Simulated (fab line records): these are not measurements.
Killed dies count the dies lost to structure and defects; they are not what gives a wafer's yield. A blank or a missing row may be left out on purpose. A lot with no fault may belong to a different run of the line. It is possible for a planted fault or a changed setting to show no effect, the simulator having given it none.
Struck lot and sound lot, side by side :: flow n5Finfet :: 28 steps out of a route of 1938
Sound: wafers L286.1, L286.4, L286.6. Struck: wafers L301.1, L301.3, L301.5. The cause comes at the end.
Each step with rows lists, per side, the tool, then ch with its chambers, then its first start. Under that, the readings that differ: sound wafers :: struck wafers :: difference of the means :: sigmas: that difference in standard deviations of wafers without a fault.
alike: a reading whose means differ by less than 2 such deviations, as well as words and numbers matching on both sides. not compared: withheld readings; readings where some wafer has no value; bounds like >300 that might hide an equal value; numbers whose values overlap and for which the record gives no deviation.
The two part at a step that has a row with sigmas, a row that says differs or no value, or rows on one side only. Numbers that don't overlap but have no deviation are shown without sigmas and don't part them. A reading missing from all wafers of one side parts the sides only when that side holds two or more wafers.

first, 9 steps without rows for these wafers: N5_MOL_CONTACT_COAG_COAT_64 (time 60 s, resist thk 10 nm); N5_MOL_CONTACT_COAG_COAT_34 (resist thk 40 nm); N5_MOL_CONTACT_COAG_EBR_36; N5_MOL_CONTACT_COAG_SOFTBAKE_35 (time 60 s); N5_MOL_CONTACT_COAG_EXPOSE_37 (exposes mask VD, defocus 0 nm); N5_MOL_CONTACT_COAG_PEB_38 (peb time 60 s); N5_MOL_CONTACT_COAG_DEVELOP_39 (develop time 30 s); N5_MOL_CONTACT_COAG_DESCUM_45 (chemistry O2, time 7 s); N5_MOL_CONTACT_COAG_ETCH_65 (etches underlayer in N2/H2, target depth 13 nm, time 10.4 s).
N5_MOL_CONTACT_COAG_ETCH_66: etches SiARC in CF4, target depth 13 nm, time 21.7 s.
  sound on rieDiel-04 ch 0,1,2, day 5 23:22; struck on rieDiel-05 ch 0,1, day 9 19:53
  no value came back on the struck wafers for any of 9 readings (biasW (W), cf4FlowSccm (sccm) and others); on the sound wafers biasW (W) reads 35.99 36.08 35.98
reading: model.CAR-EUV_of_MOL_CONTACT_COAG_COAT_34.thkNm (nm)
sound: 16.8 17 16.8
struck: 24.6 24.4 24.4
difference: +7.6
sigmas: 
  not compared: rfHoursCounterH
then, 1 step without rows for these wafers: N5_MOL_CONTACT_COAG_ALD_133 (deposits SiO2, target thk 5 nm, pulse time 1 s, co reactant pulse time 1 s).
N5_MOL_CONTACT_COAG_ETCHBACK_134: etches SiO2 in CHF3, target depth 10 nm, time 6.7 s.
  sound on rieDiel-05 ch 0,1, day 5 23:38; struck on rieDiel-05 ch 0,1, day 9 20:12
reading: oesProductAu (a.u.)
sound: 0.73 0.69 0.69
struck: 0.27 0.26 0.27
difference: -0.44
sigmas: -6

reading: model.CAR-EUV_of_MOL_CONTACT_COAG_COAT_34.thkNm (nm)
sound: 15.4 15.6 15.4
struck: 23.2 23 23
difference: +7.6
sigmas: 
  alike: drypumpMotorCurrentA, mfcArSccm, rfVppV, showerheadPlenumPTorr, throttleValvePct
  not compared: rfHoursCounterH
N5_MOL_CONTACT_COAG_ETCH_67: etches SOC in N2/H2, target depth 60 nm, overetch 21 nm, time 101.2 s.
  sound on rieDiel-05 ch 0,1, day 5 23:40; struck on rieDiel-05 ch 0,1, day 9 20:14
reading: oesProductAu (a.u.)
sound: 0.62 0.59 0.59
struck: 0.27 0.25 0.27
difference: -0.34
sigmas: -6
  alike: biasW, chamberPressureMTorr, drypumpMotorCurrentA, h2FlowSccm, n2FlowSccm, rfVppV, showerheadPlenumPTorr, tempC, throttleValvePct
  not compared: rfHoursCounterH
then, 11 steps without rows for these wafers: N5_MOL_CONTACT_COAG_STRIP_68 (strips in N2/H2); N5_MOL_CONTACT_COAG_STRIP_69 (strips in N2/H2); N5_MOL_CONTACT_COAG_ETCHBACK_136 (etches SiO2 in CHF3, target depth 25 nm, time 16.7 s); N5_MOL_CONTACT_COAG_STRIP_120 (strips in CHF3); N5_MOL_CONTACT_COAG_VIA_ETCH_117 (etches SiO2 in C4F6/O2, target depth 40 nm, overetch 8 nm, time 26 s); N5_MOL_CONTACT_COAG_ETCH_124 (etches SiNx in CH3F/O2, stops on SiOC, target depth 6.5 nm); N5_MOL_CONTACT_COAG_ETCH_48 (etches SiOC in C4F6/O2, target depth 15 nm, overetch 4.5 nm, time 17 s); N5_MOL_CONTACT_COAG_STRIP_72 (strips in N2/H2); N5_MOL_CONTACT_COAG_STRIP_49 (strips in N2/H2, time 30 s); N5_MOL_CONTACT_COAG_PRECLEAN_138 (cleans in alkaline clean, time 60 s); N5_MOL_CONTACT_COAG_SRD_139 (time 30 s).
N5_MOL_CONTACT_COAG_CD_MEAS_101 targets a cd of 16 nm.
  sound: cdSem-02 at day 6 00:08; struck: cdSem-01 at day 9 20:43
reading: cdNm (nm)
sound: 15.7 16.0 16.3
struck: - - -
difference: no value on the struck wafers
sigmas: 
then, 1 step without rows for these wafers: N5_MOL_CONTACT_COAG_PRE_CLEAN_121.
N5_BEOL_M4_RC_MEAS_101:
  the record has rows for the sound wafers here (prober-02 ch 0, day 8 08:39) and none for the struck ones
-- record jumps: 7 days separate the struck wafers' starts on either side; left off in module BEOL_M4, taken up again in module PASSIVATION, whose first shown step is the route's number 1936 --
N5_PASSIVATION_PROBE_49:
  sound: prober-01 at day 12 20:50; struck: prober-02 at day 16 18:51
reading: killedAtContacts
sound: 6 5 2
struck: 1082 1068 1067
difference: +1068
sigmas: +99 or more

reading: killedDies
sound: 108 84 89
struck: 1180 1180 1180
difference: +1086
sigmas: +64

reading: killedOnRim
sound: 13 8 13
struck: 152 152 152
difference: +141
sigmas: +34
  alike: killed_at_M0_to_M3, killed_at_M4_up, killedAtFrontEnd, killedAtOther, killedOpen, killedShort

WHERE THEY PART
First at N5_MOL_CONTACT_COAG_ETCH_66; last, within this record, at N5_PASSIVATION_PROBE_49.

WHY: the cause the simulator had injected
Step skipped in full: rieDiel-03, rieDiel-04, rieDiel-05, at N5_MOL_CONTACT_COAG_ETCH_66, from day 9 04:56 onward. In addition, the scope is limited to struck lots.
